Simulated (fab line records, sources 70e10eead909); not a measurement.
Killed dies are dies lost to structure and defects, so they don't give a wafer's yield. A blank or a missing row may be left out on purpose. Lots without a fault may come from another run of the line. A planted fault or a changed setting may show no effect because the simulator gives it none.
Which tool did it? | flow nand_harc | 14 lots, 42 wafers sampled, at 5 steps of a route of 1302

WHAT THE GAUGES READ, wafer by wafer
NHARC_A_ONON_D1_THK_MEAS_24: measures by ellipsometry. Usual: thk_nm 1004 nm, standard deviation 9.5.
lot  | measured     | on            | thk_nm (nm)    | flag
L553 | day 8 04:21  | film_metro-02 | 1015 1014 1014 |
L554 | day 8 16:03  | film_metro-01 | 1003 1005 1003 |
L555 | day 9 08:17  | film_metro-02 | 1009 1009 1008 |
L556 | day 9 08:17  | film_metro-01 | 994 994 992    |
L557 | day 10 00:38 | film_metro-01 | 1000 1000 1000 |
L558 | day 10 00:41 | film_metro-01 | 1005 1001 1002 |
L560 | day 10 23:20 | film_metro-01 | 1004 1002 1004 |
L561 | day 11 14:58 | film_metro-02 | 991 989 990    |
L565 | day 13 01:11 | film_metro-02 | 1029 1028 1031 |
L566 | day 13 11:27 | film_metro-01 | 993 992 991    |
L567 | day 14 07:41 | film_metro-02 | 1016 1017 1015 |
L568 | day 14 07:50 | film_metro-01 | 1016 1017 1016 |
L575 | day 17 11:11 | film_metro-02 | 1007 1006 1009 |
L576 | day 17 17:47 | film_metro-01 | 1000 1002 1001 |

NHARC_A_ONON_D1_THK_MEAS_27: measures by ellipsometry. Usual: thk_nm 1002 nm, standard deviation 8.1.
lot  | measured     | on            | thk_nm (nm)    | flag
L553 | day 8 04:55  | film_metro-01 | 999 997 997    |
L554 | day 8 16:37  | film_metro-02 | 1002 1003 1003 |
L555 | day 9 08:52  | film_metro-02 | 1005 1004 1004 |
L556 | day 9 08:52  | film_metro-01 | 1021 1020 1022 |
L557 | day 10 01:13 | film_metro-02 | 994 994 994    |
L558 | day 10 01:14 | film_metro-01 | 999 1001 999   |
L560 | day 10 23:55 | film_metro-02 | 988 988 988    |
L561 | day 11 15:31 | film_metro-01 | 994 993 993    |
L565 | day 13 01:45 | film_metro-01 | 1010 1008 1008 |
L566 | day 13 12:01 | film_metro-01 | 1002 1002 1004 |
L567 | day 14 08:16 | film_metro-02 | 999 999 999    |
L568 | day 14 08:24 | film_metro-01 | 991 991 990    |
L575 | day 17 11:44 | film_metro-01 | 1014 1016 1015 |
L576 | day 17 18:22 | film_metro-02 | 1009 1011 1011 |

NHARC_A_CHANNEL_HOLE_D1_OVL_MEAS_11. Usual: overlay_x_nm -0.2 nm, standard deviation 0.8; overlay_y_nm -0.1 nm, standard deviation 0.77.
lot  | measured     | on         | overlay_x_nm (nm) | overlay_y_nm (nm) | flag
L553 | day 8 10:50  | overlay-01 | 0.9 0.8 0.4       | -0.7 -0.2 -1.3    |
L554 | day 9 01:18  | overlay-02 | 0.3 0.8 0.4       | 0.2 0.4 0.8       |
L555 | day 9 12:51  | overlay-02 | -0.6 0.2 -0.5     | -1.0 -1.0 -1.0    |
L556 | day 9 14:37  | overlay-02 | 0.0 0.6 0.4       | -0.2 -0.3 -0.5    |
L557 | day 10 05:44 | overlay-02 | 0.4 0.3 0.6       | 0.7 0.8 0.0       |
L558 | day 10 07:28 | overlay-01 | 0.0 -0.2 0.4      | -0.2 0.4 -0.1     |
L560 | day 11 07:55 | overlay-02 | -2.2 -2.0 -2.0    | -0.5 -0.3 -0.2    |
L561 | day 11 19:26 | overlay-01 | 0.6 1.0 0.9       | -0.2 0.1 -0.3     |
L565 | day 13 08:15 | overlay-01 | -0.5 -0.7 -1.0    | -0.3 -0.7 -0.7    |
L566 | day 13 20:26 | overlay-02 | 0.5 0.6 0.9       | -0.5 -0.9 0.1     |
L567 | day 14 12:46 | overlay-01 | 1.2 1.2 1.4       | 0.4 0.8 0.8       |
L568 | day 14 13:00 | overlay-02 | -0.5 0.0 -0.6     | -1.1 -0.5 -1.0    |
L575 | day 17 15:42 | overlay-01 | 0.0 0.2 -0.3      | 0.1 1.2 0.4       |
L576 | day 18 01:46 | overlay-02 | 0.1 0.2 0.3       | -1.4 -1.2 -1.5    |

NHARC_END_SORT_01. Usual: killed_at_array 54, standard deviation 21; killed_at_other 1.0, standard deviation 1.2; killed_at_periphery 3.6, standard deviation 2.6; killed_dies 58, standard deviation 20; killed_open 3.3, standard deviation 1.9; killed_short 2.6, standard deviation 1.5.
lot  | measured     | on        | killed_at_array | killed_at_other | killed_at_periphery | killed_dies | killed_open | killed_short | flag
L561 | day 27 12:19 | prober-02 | 35 51 49        | 1 0 0           | 7 3 6               | 43 54 55    | 5 3 2       | 2 2 5        |
L565 | day 29 15:25 | prober-02 | 20 24 22        | 0 1 0           | 3 8 6               | 23 33 28    | 3 2 6       | 0 3 5        |
L567 | day 31 10:37 | prober-01 | 93 65 73        | 0 1 1           | 4 0 7               | 97 66 81    | 5 4 4       | 2 1 4        |
L568 | day 31 02:01 | prober-02 | 55 28 37        | 3 3 5           | 2 4 0               | 60 35 42    | 4 1 3       | 2 2 2        |

WHICH TOOL RAN EACH LOT (tool, then ch and the chambers of the sampled wafers, then the start)
lot  | NHARC_A_CHANNEL_HOLE_D1_SOFTBAKE_05
L553 | litho_track-01 ch 0, day 8 10:00
L554 | litho_track-01 ch 0, day 9 00:00
L555 | litho_track-06 ch 0, day 9 12:00
L556 | litho_track-06 ch 0, day 9 14:00
L557 | litho_track-06 ch 0, day 10 05:00
L558 | litho_track-04 ch 0, day 10 06:00
L560 | litho_track-04 ch 0, day 11 07:00
L561 | litho_track-06 ch 0, day 11 18:00
L565 | litho_track-06 ch 0, day 13 07:00
L566 | litho_track-06 ch 0, day 13 19:00
L567 | litho_track-01 ch 0, day 14 12:00
L568 | litho_track-06 ch 0, day 14 12:00
L575 | litho_track-01 ch 0, day 17 15:00
L576 | litho_track-04 ch 0, day 18 01:00
- NHARC_A_CHANNEL_HOLE_D1_SOFTBAKE_05: time 55 s.

WHAT THE TOOLS THEMSELVES READ (means of the sampled wafers that have a number; where no wafer has one, the mark that the record gives instead)
NHARC_A_CHANNEL_HOLE_D1_SOFTBAKE_05. Usual: heater_power_total_W 188.45 W, standard deviation 0.14.
lot  | tool           | heater_power_total_W (W) | flag
L553 | litho_track-01 | 188.40                   |
L554 | litho_track-01 | 188.37                   |
L555 | litho_track-06 | 188.42                   |
L556 | litho_track-06 | 188.46                   |
L557 | litho_track-06 | 188.42                   |
L558 | litho_track-04 | 188.40                   |
L560 | litho_track-04 | 188.58                   |
L561 | litho_track-06 | 188.44                   |
L565 | litho_track-06 | 188.52                   |
L566 | litho_track-06 | 233.42                   | OFF
L567 | litho_track-01 | 188.53                   |
L568 | litho_track-06 | 278.14                   | OFF
L575 | litho_track-01 | 188.39                   |
L576 | litho_track-04 | 188.49                   |

THE ANSWER, worked out from the rows above alone
Rule: a lot is off if the mean of its wafers that have a number lies more than 3 standard deviations from the usual mean. A lot without any number at a reading at which 4 lots or more have one is off too. The other lots that the step has rows for count as sound. The gauges are gone through in route order, then the tools' own readings, and for those a lot's mean is taken as printed above. The first step at which some lot is off is used, and at that step the reading that is off furthest; a lot without a number counts as furthest.
Off: L566, L568, at NHARC_A_CHANNEL_HOLE_D1_SOFTBAKE_05 (heater_power_total_W).
A tool fits if, at that step or a process step before it, it ran every lot that is off, and no sound lot after the first of them. One fits: litho_track-06 at NHARC_A_CHANNEL_HOLE_D1_SOFTBAKE_05. Its last sound lot is L565 (day 13 07:00), its first lot that is off L566 (day 13 19:00): a fault that began between those two fits.
The tool's own readings at NHARC_A_CHANNEL_HOLE_D1_SOFTBAKE_05 bear it out: on the lots that are off they differ by more than 5 times the standard deviation of the sound lots' means. heater_power_total_W reads 255.78 W there against 188.45 W on the sound lots.

WHAT THE SIMULATOR HAD PUT IN
Process parameter drift: litho_track-06, from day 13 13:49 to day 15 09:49, at NHARC_A_CHANNEL_HOLE_D1_SOFTBAKE_05. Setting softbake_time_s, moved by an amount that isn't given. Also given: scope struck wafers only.
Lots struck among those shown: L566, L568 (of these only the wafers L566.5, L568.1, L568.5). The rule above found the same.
